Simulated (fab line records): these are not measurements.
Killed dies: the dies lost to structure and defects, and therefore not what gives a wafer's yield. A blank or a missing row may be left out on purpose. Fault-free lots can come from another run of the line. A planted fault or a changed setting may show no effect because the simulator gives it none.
fab line records    flow n5-finfet
record: lots: 6  wafers: 18  last-day: 17
route steps=1938 shown BEOL_M13@1670 PASSIVATION@1936
lots that met no fault: from a run of the same line without faults
start-h: hours from the record's opening day to when the first of the lot's shown wafers began    wait-h: hours since the lot's step before    " unchanged from the row above    L1.1+2: a row that stands for several wafers    - no value present, or no start provided    * or withheld: withheld    < > ~ a bound
route shown NAME@n: NAME is a module with steps in the file, n the number in the route of the first one    usual: mean/standard deviation taken from wafers without a fault    same: alike in all rows    chamber/n: place in a boat    sites: per-site readings    _std_site: the values' standard deviation    _edge_site: inner sites' mean taken away from outer sites' mean    radius-mm: how far each site lies from the wafer's centre    mask NAME#n: copy n    behind: the last tool/chamber to shape the wafer    hold: reason for holding the lot/hours on hold/outcome of the hold    device: the n, p or np transistor that did not switch    end of line: the tests these same wafers got at the end of their route    step lacking rows: just its recipe    killed: dies that structure and defects cost at the first sort, which is not the same as the wafer's yield    map: dies across one wafer; x = killed, . = not, _ = none there
set.NAME: the run value of the setting; set.NAME@STEP: its run value at that earlier step    model.NAME: the simulator's own value behind a step, which no gauge read
lots at selected steps of the route; one table per step, one row per wafer
services: the hour from which a tool's chamber was out of use, counted from the record's first day as start-h (under 0 if before that day), plus the number of hours and why
== steps ==
step: N5_BEOL_M13_OVL_MEAS_11
recipe: points-per-wafer: 44
usual: V12_OVL: -2/5.9
lot.wafer  tool        chamber  start-h  wait-h  V12_OVL[nm]
L790.1     overlay-02  0        290.44   0.0     0
L790.2     "           0        "        "       -6
L790.4     "           0        "        "       -2
L788.1     overlay-02  0        291.96   0.0     -7
L788.4     "           0        "        "       -2
L788.6     "           0        "        "       -4
L794.1     overlay-02  0        323.98   0.0     -6
L794.2     "           0        "        "       -4
L794.6     "           0        "        "       -4
L798.1     overlay-02  0        343.48   0.0     -1
L798.5     "           0        "        "       3
L798.6     "           0        "        "       4
L801.2     overlay-02  0        371.87   0.0     7
L801.4     "           0        "        "       5
L801.6     "           0        "        "       5
L804.2     overlay-02  0        379.49   0.0     6
L804.5     "           0        "        "       8
L804.6     "           0        "        "       0
step: N5_BEOL_M13_INSPECT_12
recipe: mode: adi  inspect-instrument: macro
usual: raw-defect-count: 2.0/1.3
lot.wafer  tool               chamber  start-h  wait-h  raw-defect-count
L790.1     defect-inspect-02  -        290.46   0.0     3
L790.2     "                  -        "        "       1
L790.4     "                  -        "        "       2
L788.1     defect-inspect-01  -        291.99   0.0     2
L788.4     "                  -        "        "       2
L788.6     "                  -        "        "       4
L794.1     defect-inspect-01  -        324.00   0.0     1
L794.2     "                  -        "        "       1
L794.6     "                  -        "        "       4
L798.1     defect-inspect-01  -        343.51   0.0     1
L798.5     "                  -        "        "       1
L798.6     "                  -        "        "       1
L801.2     defect-inspect-01  -        371.89   0.0     2
L801.4     "                  -        "        "       1
L801.6     "                  -        "        "       5
L804.2     defect-inspect-02  -        379.52   0.0     0
L804.5     "                  -        "        "       1
L804.6     "                  -        "        "       3
step: N5_BEOL_M13_DESCUM_15
recipe: chemistry: O2  time-s: 7.9  source-power-w: 50  bias-power-w: 20  pressure-mtorr: 20  rf-frequency-hz: 2.712e+07  temp-c: 40  o2-flow-sccm: 225
usual: drypump-motor-current-A: 5.42/0.3  oes-product-au: 0.81/0.1  rf-vpp-V: 243.3/1.2  showerhead-plenum-p-Torr: 2.10/0.046  throttle-valve-pct: 20.36/0.24
same: time-s: 7.9
lot.wafer  tool         chamber  start-h  wait-h  drypump-motor-current-A  oes-product-au  rf-hours-counter-h  rf-vpp-V  showerhead-plenum-p-Torr  throttle-valve-pct
L790.1     rie-diel-06  1        290.53   0.1     5.45                     0.90            28                  244.1     2.12                      20.10
L790.2     "            2        "        "       5.90                     0.71            219                 244.1     2.08                      20.83
L790.4     "            2        "        "       5.89                     0.72            -                   240.8     2.08                      20.84
L788.1     rie-diel-06  2        292.02   0.0     5.87                     0.72            220                 242.8     2.08                      20.85
L788.4     "            3        "        "       5.37                     0.68            -                   244.1     2.08                      20.70
L788.6     "            2        "        "       5.89                     0.72            -                   242.3     2.08                      20.85
L794.1     rie-diel-03  2        324.04   0.0     5.26                     0.91            19                  241.1     2.06                      20.27
L794.2     "            0        "        "       5.94                     0.69            238                 241.9     2.06                      20.23
L794.6     "            1        "        "       5.27                     0.76            -                   243.8     2.20                      20.46
L798.1     rie-diel-03  2        343.76   0.3     5.27                     0.89            24                  241.0     2.06                      20.26
L798.5     "            2        "        "       5.25                     0.89            -                   242.9     2.06                      20.27
L798.6     "            3        "        "       5.17                     0.89            -                   244.1     2.11                      20.24
L801.2     rie-diel-05  3        372.27   0.4     5.31                     0.69            222                 243.1     2.06                      20.54
L801.4     "            0        "        "       5.03                     0.90            -                   244.5     2.11                      20.33
L801.6     "            2        "        "       5.68                     0.85            -                   242.8     2.12                      20.17
L804.2     rie-diel-06  1        379.55   0.0     5.42                     0.86            54                  243.7     2.11                      20.17
L804.5     "            0        "        "       5.08                     0.69            -                   243.0     2.17                      20.45
L804.6     "            3        "        "       5.34                     0.66            -                   244.5     2.07                      20.74
step: N5_BEOL_M13_ETCH_59
recipe: chemistry: N2/H2  target: BARC  target-depth-a: 890  overetch-a: 267  time-s: 67.9  ion-energy-ev: 200  pressure-mtorr: 30  source-w: 840  bias-w: 150  n2-flow-sccm: 200  h2-flow-sccm: 200
usual: drypump-motor-current-A: 5.42/0.3  n2-flow-sccm: 200.0/0.59  oes-product-au: 0.69/0.081  rf-vpp-V: 524.3/1.8  showerhead-plenum-p-Torr: 2.56/0.061  throttle-valve-pct: 17.87/0.29
same: time-s: 67.9
lot.wafer  tool         chamber  start-h  wait-h  drypump-motor-current-A  n2-flow-sccm  oes-product-au  rf-hours-counter-h  rf-vpp-V  showerhead-plenum-p-Torr  throttle-valve-pct
L790.1     rie-diel-06  1        290.56   0.0     5.46                     199.9         0.75            28                  525.4     2.60                      17.60
L790.2     "            2        "        "       5.93                     200.5         0.62            219                 523.2     2.54                      18.56
L790.4     "            2        "        "       5.90                     200.0         0.62            -                   523.1     2.54                      18.56
L788.1     rie-diel-06  2        292.06   0.0     5.88                     199.3         0.62            220                 523.0     2.54                      18.56
L788.4     "            3        "        "       5.29                     199.9         0.60            -                   523.5     2.53                      18.16
L788.6     "            2        "        "       5.88                     200.0         0.62            -                   524.3     2.54                      18.56
L794.1     rie-diel-03  2        324.07   0.0     5.22                     201.0         0.78            19                  524.2     2.49                      17.77
L794.2     "            0        "        "       5.93                     199.9         0.60            238                 522.3     2.50                      17.64
L794.6     "            1        "        "       5.27                     199.2         0.66            -                   527.2     2.66                      17.71
L798.1     rie-diel-03  2        343.80   0.0     5.28                     198.9         0.76            24                  523.2     2.49                      17.76
L798.5     "            2        "        "       5.26                     199.4         0.76            -                   522.6     2.49                      17.79
L798.6     "            3        "        "       5.17                     199.3         0.74            -                   526.3     2.61                      17.88
L801.2     rie-diel-05  3        372.30   0.0     5.31                     200.7         0.59            222                 523.1     2.50                      18.12
L801.4     "            0        "        "       5.02                     199.8         0.77            -                   524.6     2.61                      17.99
L801.6     "            2        "        "       5.70                     200.0         0.72            -                   522.8     2.58                      17.76
L804.2     rie-diel-06  1        379.58   0.0     5.42                     200.0         0.71            54                  523.1     2.58                      17.64
L804.5     "            0        "        "       5.09                     200.7         0.59            -                   526.2     2.65                      18.02
L804.6     "            3        "        "       5.36                     199.2         0.58            -                   523.1     2.52                      18.22
step: N5_BEOL_M13_VIA_ETCH_16
recipe: chemistry: C4F8/O2/Ar  target: SiOC  pressure-mtorr: 30  source-w: 3000  bias-w: 700  Ar_flow_sccm: 400  C4F8_flow_sccm: 15  O2_flow_sccm: 8  he-inner-torr: 15  he-outer-torr: 30  target-depth-a: 9217  time-s: withheld  ion-energy-ev: 250  ends: cleared
usual: drypump-motor-current-A: 5.42/0.3  oes-product-au: 0.73/0.091  rf-vpp-V: 666.0/2.1  showerhead-plenum-p-Torr: 3.43/0.084  throttle-valve-pct: 24.16/0.22
lot.wafer  tool         chamber  start-h  wait-h  drypump-motor-current-A  oes-product-au  rf-vpp-V  showerhead-plenum-p-Torr  throttle-valve-pct
L790.1     rie-diel-06  1        290.61   0.0     5.45                     0.81            666.7     3.50                      24.10
L790.2     "            2        "        "       5.89                     0.65            663.5     3.37                      24.52
L790.4     "            2        "        "       5.92                     0.64            663.0     3.37                      24.52
L788.1     rie-diel-06  2        292.11   0.0     5.92                     0.64            665.4     3.37                      24.51
L788.4     "            3        "        "       5.36                     0.62            665.3     3.39                      24.40
L788.6     "            2        "        "       5.92                     0.64            664.8     3.37                      24.52
L794.1     rie-diel-03  2        324.12   0.0     5.25                     0.80            662.6     3.35                      24.02
L794.2     "            0        "        "       5.95                     0.62            663.3     3.36                      23.89
L794.6     "            1        "        "       5.29                     0.70            668.9     3.60                      24.34
L798.1     rie-diel-03  2        343.85   0.0     5.29                     0.80            664.0     3.35                      24.03
L798.5     "            2        "        "       5.27                     0.80            663.0     3.35                      24.04
L798.6     "            3        "        "       5.18                     0.79            666.9     3.47                      24.13
L801.2     rie-diel-05  3        372.35   0.0     5.30                     0.62            664.4     3.37                      24.32
L801.4     "            0        "        "       5.02                     0.79            667.4     3.47                      24.24
L801.6     "            2        "        "       5.70                     0.78            666.8     3.49                      24.13
L804.2     rie-diel-06  1        379.64   0.0     5.44                     0.77            667.8     3.48                      24.11
L804.5     "            0        "        "       5.08                     0.63            668.3     3.53                      24.18
L804.6     "            3        "        "       5.34                     0.60            665.0     3.38                      24.44
step: N5_BEOL_M13_STRIP_63
recipe: chemistry: N2/H2  power-w: 1000  temp-c: 250  h2-frac: 0.65  overash-fraction: 0.3  pressure-mtorr: 1000  n2-flow-sccm: 1750  h2-flow-sccm: 3250
step: N5_BEOL_M13_STRIP_64
recipe: chemistry: N2/H2  power-w: 1000  temp-c: 250  h2-frac: 0.65  overash-fraction: 0.3  pressure-mtorr: withheld  n2-flow-sccm: 1750  h2-flow-sccm: 3250
usual: drypump-motor-current-A: 5.8/0.52  heater-power-w: 358/44  n2-flow-sccm: 1750/5  oes-product-au: 0.714/0.0044  strip-time-to-endpoint-s: 31.33/0.079
lot.wafer  tool             chamber  start-h  wait-h  drypump-motor-current-A  heater-power-w  n2-flow-sccm  oes-product-au  rf-hours-counter-h  strip-time-to-endpoint-s
L790.1     plasma-asher-01  1        290.91   0.0     6.0                      326             1747          0.709           81                  31.27
L790.2     "                0        "        "       6.2                      431             1746          0.717           81                  31.43
L790.4     "                1        "        "       6.0                      328             1748          0.715           -                   31.34
L788.1     plasma-asher-01  0        292.40   0.0     6.3                      427             1755          0.722           81                  31.33
L788.4     "                1        "        "       6.0                      328             1749          0.713           -                   31.38
L788.6     "                1        "        "       6.0                      326             1752          0.711           -                   31.28
L794.1     plasma-asher-02  0        324.42   0.0     4.8                      329             1748          0.715           136                 31.35
L794.2     "                1        "        "       5.6                      341             1750          0.720           136                 31.47
L794.6     "                1        "        "       5.6                      334             1764          0.712           -                   31.36
L798.1     plasma-asher-01  0        344.15   0.0     6.2                      411             1752          0.719           92                  31.29
L798.5     "                0        "        "       6.2                      418             1752          0.717           -                   31.28
L798.6     "                1        "        "       6.0                      332             1760          0.714           -                   31.32
L801.2     plasma-asher-01  0        372.66   0.0     6.3                      413             1756          0.717           97                  31.28
L801.4     "                0        "        "       6.3                      426             1759          0.716           -                   31.36
L801.6     "                1        "        "       6.0                      322             1756          0.712           -                   31.39
L804.2     plasma-asher-01  1        379.93   0.0     6.0                      319             1750          0.719           99                  31.09
L804.5     "                1        "        "       6.0                      326             1758          0.719           -                   31.12
L804.6     "                0        "        "       6.3                      426             1747          0.717           -                   31.15
step: N5_BEOL_M13_STRIP_71
recipe: chemistry: post-etch-residue-remover  time-s: 60  temp-c: 25  remover-ph: withheld  remover-water-wt-pct: withheld  remover-fluoride-wt-pct: withheld
step: N5_BEOL_M13_SRD_72
recipe: time-s: 30  temp-c: 23  rinse-liquid: diw  dry: n2-spin  spin-rpm: 1500  dry-time-s: 30
step: N5_BEOL_M13_CD_MEAS_17
recipe: target-cd-nm: 190  polarity: opening
usual: cd-nm: 190.1/2.3
lot.wafer  tool       chamber  start-h  wait-h  cd-nm
L790.1     cd-sem-03  -        291.06   0.0     190.5
L790.2     "          -        "        "       190.6
L790.4     "          -        "        "       192.5
L788.1     cd-sem-03  -        292.55   0.0     193.5
L788.4     "          -        "        "       193.5
L788.6     "          -        "        "       193.5
L794.1     cd-sem-02  -        324.57   0.0     186.4
L794.2     "          -        "        "       187.9
L794.6     "          -        "        "       188.0
L798.1     cd-sem-03  -        344.30   0.0     187.8
L798.5     "          -        "        "       189.3
L798.6     "          -        "        "       189.0
L801.2     cd-sem-03  -        372.84   0.0     187.0
L801.4     "          -        "        "       185.4
L801.6     "          -        "        "       188.5
L804.2     cd-sem-03  -        380.08   0.0     188.5
L804.5     "          -        "        "       188.5
L804.6     "          -        "        "       187.8
step: N5_BEOL_M13_COAT_65
recipe: resist: SOC  temp-c: 250  time-s: 60  spin-rpm: 1500  resist-thk-nm: 350
step: N5_BEOL_M13_COAT_66
recipe: resist: SiARC  temp-c: 220  time-s: 60  spin-rpm: 1500  resist-thk-nm: 110
step: N5_BEOL_M13_COAT_22
recipe: spin-rpm: 2888  resist-thk-nm: 300
usual: exhaust-pa: 45.0/0.84  spin-speed-rpm: 2887.8/1.7
lot.wafer  tool            chamber  start-h  wait-h  exhaust-pa  spin-speed-rpm  model.coat_of_BEOL_M13_COAT_22.thk-nm
L790.1     litho-track-05  0        291.10   -       45.0        2887.6          298.8
L790.2     "               0        "        "       46.4        2888.0          299.4
L790.4     "               0        "        "       46.2        2889.3          299.4
L788.1     litho-track-04  0        292.60   -       46.1        2887.7          301.8
L788.4     "               0        "        "       45.1        2889.2          300.6
L788.6     "               0        "        "       46.4        2888.4          301
L794.1     litho-track-04  0        324.61   -       45.3        3123.9          287.4
L794.2     "               0        "        "       44.0        3123.4          287
L794.6     "               0        "        "       45.8        3124.0          287
L798.1     litho-track-04  0        344.34   -       44.1        3123.7          289
L798.5     "               0        "        "       45.5        3121.2          288.8
L798.6     "               0        "        "       44.9        3124.2          287.6
L801.2     litho-track-01  0        372.88   -       45.1        2887.8          301
L801.4     "               0        "        "       45.0        2888.7          299.6
L801.6     "               0        "        "       45.2        2889.3          300.4
L804.2     litho-track-01  0        380.12   -       46.1        2889.9          300.4
L804.5     "               0        "        "       47.4        2892.0          300.2
L804.6     "               0        "        "       45.6        2891.0          300.8
step: N5_BEOL_M13_EBR_24
recipe: solvent: PGMEA  ebr-width-mm: 1.5
step: N5_BEOL_M13_SOFTBAKE_23
recipe: temp-c: 130  time-s: 60
step: N5_BEOL_M13_EXPOSE_25
recipe: mask-id: M13  na: 0.93  source-shape: conventional  sigma-outer: 0.4  polarization: unpolarized  target-cd-nm: 210  dose-mj: 22
step: N5_BEOL_M13_PEB_26
recipe: peb-temp-c: 130  peb-time-s: 90
step: N5_BEOL_M13_DEVELOP_27
recipe: develop-time-s: 45  rinse-liquid: diw  dry: air-spin  dev-temp-c: 21
step: N5_BEOL_M13_HARDBAKE_32
recipe: temp-c: 130  time-s: 120
step: N5_BEOL_M13_CD_MEAS_28
recipe: target-cd-nm: 209.5  landing-energy-ev: 500  detector: se-inlens
usual: cd-nm: 209.1/1.2
lot.wafer  tool       chamber  start-h  wait-h  cd-nm
L790.1     cd-sem-03  0        291.39   -       211.2
L790.2     "          0        "        "       208.8
L790.4     "          0        "        "       209.0
L788.1     cd-sem-03  0        292.88   -       207.6
L788.4     "          0        "        "       208.4
L788.6     "          0        "        "       206.9
L794.1     cd-sem-03  0        325.02   -       211.3
L794.2     "          0        "        "       210.2
L794.6     "          0        "        "       211.0
L798.1     cd-sem-03  0        344.75   -       208.6
L798.5     "          0        "        "       208.8
L798.6     "          0        "        "       209.4
L801.2     cd-sem-01  0        373.17   -       208.8
L801.4     "          0        "        "       209.7
L801.6     "          0        "        "       207.9
L804.2     cd-sem-01  0        380.53   -       208.6
L804.5     "          0        "        "       210.3
L804.6     "          0        "        "       209.6
step: N5_BEOL_M13_OVL_MEAS_29
recipe: points-per-wafer: 44
usual: M13_OVL: -1/6.4
lot.wafer  tool        chamber  start-h  wait-h  M13_OVL[nm]
L790.1     overlay-02  0        291.42   0.0     2
L790.2     "           0        "        "       -3
L790.4     "           0        "        "       5
L788.1     overlay-01  0        292.91   0.0     2
L788.4     "           0        "        "       -6
L788.6     "           0        "        "       -15
L794.1     overlay-01  0        325.05   0.0     12
L794.2     "           0        "        "       15
L794.6     "           0        "        "       10
L798.1     overlay-01  0        344.78   0.0     -10
L798.5     "           0        "        "       -9
L798.6     "           0        "        "       0
L801.2     overlay-02  0        373.20   0.0     7
L801.4     "           0        "        "       -3
L801.6     "           0        "        "       7
L804.2     overlay-01  0        380.56   0.0     3
L804.5     "           0        "        "       3
L804.6     "           0        "        "       5
step: N5_BEOL_M13_INSPECT_30
recipe: mode: adi  inspect-instrument: macro
usual: raw-defect-count: 1.9/1.3
lot.wafer  tool               chamber  start-h  wait-h  raw-defect-count
L790.1     defect-inspect-02  -        291.44   0.0     0
L790.2     "                  -        "        "       0
L790.4     "                  -        "        "       1
L788.1     defect-inspect-02  -        292.93   0.0     2
L788.4     "                  -        "        "       2
L788.6     "                  -        "        "       2
L794.1     defect-inspect-01  -        325.07   0.0     2
L794.2     "                  -        "        "       1
L794.6     "                  -        "        "       2
L798.1     defect-inspect-01  -        344.81   0.0     1
L798.5     "                  -        "        "       1
L798.6     "                  -        "        "       1
L801.2     defect-inspect-02  -        373.22   0.0     1
L801.4     "                  -        "        "       1
L801.6     "                  -        "        "       1
L804.2     defect-inspect-01  -        380.59   0.0     1
L804.5     "                  -        "        "       0
L804.6     "                  -        "        "       0
step: N5_BEOL_M13_DESCUM_33
recipe: chemistry: O2  time-s: 7.9  source-power-w: 50  bias-power-w: 20  pressure-mtorr: 20  rf-frequency-hz: 2.712e+07  temp-c: 40  o2-flow-sccm: 225
usual: drypump-motor-current-A: 5.38/0.27  oes-product-au: 0.80/0.098  rf-vpp-V: 243.3/1  showerhead-plenum-p-Torr: 2.10/0.045  throttle-valve-pct: 20.37/0.23
same: time-s: 7.9
lot.wafer  tool         chamber  start-h  wait-h  drypump-motor-current-A  oes-product-au  rf-hours-counter-h  rf-vpp-V  showerhead-plenum-p-Torr  throttle-valve-pct
L790.1     rie-diel-03  1        291.48   0.0     5.28                     0.77            95                  244.5     2.21                      20.45
L790.2     "            3        "        "       5.14                     0.93            15                  243.4     2.12                      20.23
L790.4     "            2        "        "       5.23                     0.93            8                   244.0     2.06                      20.26
L788.1     rie-diel-06  3        293.31   0.4     5.30                     0.69            202                 243.4     2.08                      20.71
L788.4     "            2        "        "       5.87                     0.72            -                   241.7     2.08                      20.85
L788.6     "            1        "        "       5.41                     0.90            -                   243.0     2.12                      20.11
L794.1     rie-diel-06  0        325.12   0.1     5.08                     0.71            190                 244.8     2.18                      20.42
L794.2     "            2        "        "       5.89                     0.70            230                 241.6     2.07                      20.87
L794.6     "            3        "        "       5.29                     0.68            -                   241.6     2.07                      20.71
L798.1     rie-diel-06  0        344.84   0.0     5.08                     0.71            196                 244.1     2.17                      20.43
L798.5     "            2        "        "       5.90                     0.71            -                   241.9     2.07                      20.87
L798.6     "            1        "        "       5.41                     0.87            -                   242.6     2.12                      20.14
L801.2     rie-diel-03  1        373.34   0.1     5.29                     0.74            121                 245.4     2.20                      20.50
L801.4     "            3        "        "       5.16                     0.87            -                   243.1     2.11                      20.27
L801.6     "            1        "        "       5.28                     0.75            -                   245.0     2.19                      20.49
L804.2     rie-diel-03  0        380.62   0.0     5.94                     1.01            1                   243.0     2.06                      19.97
L804.5     "            2        "        "       5.27                     0.87            -                   243.0     2.05                      20.31
L804.6     "            1        "        "       5.29                     0.75            -                   244.5     2.19                      20.49
step: N5_BEOL_M13_ETCH_67
recipe: chemistry: CF4  target: SiARC  target-depth-a: 1430  time-s: 238.3  ion-energy-ev: 80  pressure-mtorr: 40  source-w: 545  bias-w: 36  Ar_flow_sccm: 100  cf4-flow-sccm: 100  ends: cleared
usual: drypump-motor-current-A: 5.38/0.27  etch-rf-on-time-s: 236/4.9  oes-product-au: 0.69/0.082  rf-vpp-V: 184.1/0.96  showerhead-plenum-p-Torr: 2.15/0.049  throttle-valve-pct: 15.57/0.23
lot.wafer  tool         chamber  start-h  wait-h  drypump-motor-current-A  etch-rf-on-time-s  oes-product-au  rf-hours-counter-h  rf-vpp-V  showerhead-plenum-p-Torr  throttle-valve-pct  model.coat_of_BEOL_M13_COAT_22.thk-nm
L790.1     rie-diel-03  1        291.51   0.0     5.28                     240                0.66            95                  184.0     2.26                      15.67               210.2
L790.2     "            3        "        "       5.14                     234                0.78            15                  184.0     2.18                      15.44               211
L790.4     "            2        "        "       5.24                     239                0.80            8                   184.9     2.11                      15.36               211
L788.1     rie-diel-06  3        293.35   0.0     5.36                     238                0.60            202                 183.3     2.13                      15.87               213.2
L788.4     "            2        "        "       5.87                     235                0.61            -                   183.2     2.12                      16.01               212
L788.6     "            1        "        "       5.42                     233                0.75            -                   184.9     2.19                      15.40               212.6
L794.1     rie-diel-06  0        325.16   0.0     5.08                     234                0.61            190                 185.1     2.21                      15.61               198.6
L794.2     "            2        "        "       5.90                     238                0.61            230                 183.9     2.12                      16.03               198.4
L794.6     "            3        "        "       5.28                     244                0.58            -                   182.6     2.13                      15.90               198.4
L798.1     rie-diel-06  0        344.88   0.0     5.09                     234                0.60            196                 184.8     2.21                      15.60               200.6
L798.5     "            2        "        "       5.89                     239                0.61            -                   183.5     2.12                      16.04               200.4
L798.6     "            1        "        "       5.42                     231                0.73            -                   184.1     2.18                      15.45               199.2
L801.2     rie-diel-03  1        373.38   0.0     5.32                     240                0.64            122                 184.8     2.25                      15.70               212.2
L801.4     "            3        "        "       5.13                     233                0.74            -                   183.7     2.17                      15.53               211
L801.6     "            1        "        "       5.30                     238                0.64            -                   184.9     2.25                      15.72               212
L804.2     rie-diel-03  0        380.65   0.0     5.92                     245                0.85            1                   183.7     2.10                      15.05               211.6
L804.5     "            2        "        "       5.22                     241                0.74            -                   183.3     2.10                      15.43               211.6
L804.6     "            1        "        "       5.29                     241                0.64            -                   184.7     2.25                      15.72               211.8
step: N5_BEOL_M13_ETCH_68
recipe: chemistry: N2/H2  target: SOC  mask-material: SiARC  source-w: 3000  bias-w: 350  temp-c: 40  time-s: 355  ion-energy-ev: 200  pressure-mtorr: 30  n2-flow-sccm: 200  h2-flow-sccm: 200
step: N5_PASSIVATION_PROBE_49
usual: defect-limited-yield: 91.3/1.4  killed_at_M0_to_M3: 36/11  killed_at_M4_up: 13/5.2  killed-at-contacts: 13/6.5  killed-at-front-end: 37/11  killed-at-other: 3.6/2.9  killed-dies: 103/17  killed-open: 68/12  killed-short: 33/7.3  sort_bin_5_function: 5.2/0.91  sort_bin_6_memory: 3.2/0.67  sort-n-pass: 1077/17  sort-yield-pct: 91.3/1.4
same: gross-dies: 1180  killed-at-back-side: 0  sort_bin_4_leakage[%]: 0  sort_bin_8_speed[%]: 0
lot.wafer  tool       chamber  start-h  wait-h  defect-limited-yield[%]  killed_at_M0_to_M3  killed_at_M4_up  killed-at-contacts  killed-at-front-end  killed-at-other  killed-dies  killed-open  killed-short  sort_bin_5_function[%]  sort_bin_6_memory[%]  sort-n-pass  sort-yield-pct[%]
L790.1     prober-01  -        322.39   0.1     91.2                     36                  14               21                  32                   1                104          64           40            5.0                     3.7                   1076         91.2
L790.2     prober-01  -        322.44   0.2     91.9                     32                  10               17                  36                   1                96           72           23            4.2                     3.7                   1084         91.9
L790.4     prober-01  -        322.54   0.3     91.7                     26                  11               26                  32                   3                98           73           25            4.9                     2.7                   1082         91.7
L788.1     prober-02  -        329.43   0.0     90.4                     31                  14               8                   52                   8                113          73           40            5.8                     3.5                   1067         90.4
L788.4     prober-02  -        329.58   0.2     88.9                     58                  8                12                  49                   4                131          82           49            6.4                     4.4                   1049         88.9
L788.6     prober-02  -        329.68   0.3     90.3                     52                  6                15                  39                   3                115          78           37            5.9                     3.6                   1065         90.3
L798.1     prober-01  -        379.81   0.0     92.1                     39                  7                4                   39                   4                93           64           29            4.6                     2.9                   1087         92.1
L798.5     prober-01  -        380.01   0.2     90.5                     41                  7                17                  43                   4                112          78           32            5.4                     3.6                   1068         90.5
L798.6     prober-01  -        380.06   0.3     90.3                     35                  14               13                  48                   5                115          92           23            5.6                     3.7                   1065         90.3
killed by level:class
L790.1 BEOL_M1:geometric-particle:open=14 MOL_CONTACT_COAG:geometric-particle:open=11 MOL_CONTACT_COAG:geometric-particle:short=10 DUMMY_GATE:geometric-particle:open=8 BEOL_M3:geometric-particle:open=5 BEOL_M0_SAQP:geometric-particle:short=5 BEOL_M4:geometric-particle:short=5 BEOL_M4:geometric-particle:open=5
L790.2 MOL_CONTACT_COAG:geometric-particle:open=17 FIN_SAQP:geometric-particle:open=10 BEOL_M0_SAQP:geometric-particle:open=8 STI_FIN_REVEAL:geometric-particle:open=7 BEOL_M0_SAQP:geometric-particle:short=7 DUMMY_GATE:geometric-particle:open=5 BEOL_M4:geometric-particle:open=5 GATE_CUT:geometric-particle:open=4
L790.4 MOL_CONTACT_COAG:geometric-particle:open=21 BEOL_M0_SAQP:geometric-particle:open=8 BEOL_M4:geometric-particle:open=8 STI_FIN_REVEAL:geometric-particle:open=7 DUMMY_GATE:geometric-particle:open=6 MOL_CONTACT_COAG:geometric-particle:short=5 FIN_SAQP:geometric-particle:open=4 FIN_SAQP:geometric-particle:short=4
L788.1 STI_FIN_REVEAL:geometric-particle:open=18 FIN_SAQP:geometric-particle:open=10 BEOL_M0_SAQP:geometric-particle:short=10 BEOL_M0_SAQP:geometric-particle:open=10 FIN_SAQP:geometric-particle:short=8 MOL_CONTACT_COAG:geometric-particle:open=5 BEOL_M5:geometric-particle:open=5 PASS1_DEP:geometric-particle:short=5
L788.4 BEOL_M0_SAQP:geometric-particle:short=21 BEOL_M0_SAQP:geometric-particle:open=16 FIN_SAQP:geometric-particle:open=10 STI_FIN_REVEAL:geometric-particle:open=9 MOL_CONTACT_COAG:geometric-particle:open=9 FIN_SAQP:geometric-particle:short=7 BEOL_M1:geometric-particle:open=7 STARTING-WAFER:geometric-particle:open=6
L788.6 BEOL_M0_SAQP:geometric-particle:open=19 STI_FIN_REVEAL:geometric-particle:open=16 MOL_CONTACT_COAG:geometric-particle:open=12 BEOL_M0_SAQP:geometric-particle:short=12 FIN_SAQP:geometric-particle:open=6 BEOL_M0:geometric-particle:short=5 BEOL_M3:geometric-particle:open=4 STARTING-WAFER:geometric-particle:short=4
L798.1 FIN_SAQP:geometric-particle:open=15 BEOL_M3:geometric-particle:open=8 STI_FIN_REVEAL:geometric-particle:open=7 BEOL_M0:geometric-particle:open=6 FIN_SAQP:geometric-particle:short=5 BEOL_M2:geometric-particle:open=5 BEOL_M1:geometric-particle:short=4 BEOL_M5:geometric-particle:open=4
L798.5 BEOL_M3:geometric-particle:open=17 MOL_CONTACT_COAG:geometric-particle:open=15 FIN_SAQP:geometric-particle:open=13 BEOL_M2:geometric-particle:open=7 FIN_SAQP:geometric-particle:short=5 GATE_CUT:geometric-particle:open=5 BEOL_M0_SAQP:geometric-particle:short=5 STI_FIN_REVEAL:geometric-particle:open=4
L798.6 BEOL_M1:geometric-particle:open=16 MOL_CONTACT_COAG:geometric-particle:open=12 FIN_SAQP:geometric-particle:open=11 STI_FIN_REVEAL:geometric-particle:open=10 DUMMY_GATE:geometric-particle:open=7 BEOL_M5:geometric-particle:open=7 FIN_SAQP:geometric-particle:short=5 GATE_CUT:geometric-particle:short=5
== services ==
tool         chamber  start-h  hours  kind
rie-diel-03  0        275.51   4.4    repair
rie-diel-03  -        281.98   0.1    repair
rie-diel-06  0        287.29   12.3   repair
rie-diel-05  2        295.07   17.0   repair
rie-diel-05  2        316.07   4.0    repair
rie-diel-03  3        317.28   3.7    repair
rie-diel-03  0        360.38   -      clean
rie-diel-03  0        360.38   -      consumable-replace:focus-ring
rie-diel-03  0        360.38   16.6   scheduled-down
rie-diel-03  0        360.38   16.6   vent-cycle
rie-diel-05  1        370.48   4.3    repair
rie-diel-05  1        375.69   6.9    repair
== key ==
first-sign: step: N5_BEOL_M13_COAT_22  reading: spin-speed-rpm  direction: up  sigmas: 99+  usual: *  struck: *
effect none on later readings
model-effect: step: N5_BEOL_M13_COAT_22  value: coat_of_BEOL_M13_COAT_22.thk-nm  without: 299.3  struck: 287.8
model-effect: step: N5_BEOL_M13_ETCH_67  value: coat_of_BEOL_M13_COAT_22.thk-nm  without: 210.7  struck: 199.3
met-at N5_BEOL_M13_COAT_22
struck-wafers L794.1,L794.2,L794.6,L798.1,L798.5,L798.6
onset-between 292.60 324.61
fault: kind: process-parameter-drift  tool: litho-track-04  chamber: -  onset-h: 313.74  steps: N5_BEOL_M13_COAT_22  channel: spin-rpm  offset: *  shape: step  end-h: 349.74  acts-in: *  stated: *
